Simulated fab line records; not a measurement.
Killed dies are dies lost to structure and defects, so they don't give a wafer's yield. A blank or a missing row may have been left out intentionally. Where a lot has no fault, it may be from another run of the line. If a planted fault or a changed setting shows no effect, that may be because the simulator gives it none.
Matching of chambers	flow n5_finfet	N5_BEOL_M5_DESCUM_33 on rie_diel-03: 4 sister chambers
The step chemistry O2, time 7 s. 8 wafers are shown with their chamber, then 9 later ones without.

## WAFERS, EACH WITH ITS CHAMBER
wafer	chamber	drypump_motor_current_A (A)	showerhead_plenum_p_Torr (Torr)
L078.4	3	5.5	2.23
L078.6	2	5.3	1.98
L084.4	2	5.3	2.23
L083.4	3	5.5	2.22
L083.5	0	4.7	2.03
L090.2	1	6.0	2.14
L090.3	0	4.8	2.03
L090.6	1	6.1	2.14

## WAFERS WHOSE CHAMBER IS MISSING
wafer	drypump_motor_current_A (A)	showerhead_plenum_p_Torr (Torr)
L092.1	5.5	2.22
L092.2	6.1	2.14
L092.6	4.8	2.03
L094.1	5.3	2.23
L094.2	5.5	2.22
L094.3	4.8	2.03
L097.1	5.3	2.22
L097.2	5.5	2.22
L097.5	5.3	2.22

## WHICH CHAMBER EACH ONE RAN IN
wafer	from the rows above	in truth
L092.1	3	3
L092.2	1	1
L092.6	0	0
L094.1	2	2
L094.2	3	3
L094.3	0	0
L097.1	2	2
L097.2	3	3
L097.5	2	2
9 of 9 placed correctly. Number that these rows cannot place: 0. Placed wrongly: 0.
How it was worked out, from the rows above alone: a wafer's distance from a chamber is the root of the sum, over the readings, of the square of ((its reading less the chamber's mean) divided by the reading's scatter). The wafer belongs to the nearest chamber; if the next one is less than 2 further off, it can't be placed. A chamber's mean is the mean of its shown wafers. How the scatter is found: for the shown wafers, subtract from each reading the mean of its chamber, square and add these, divide the total by (wafers less chambers), then take the root.
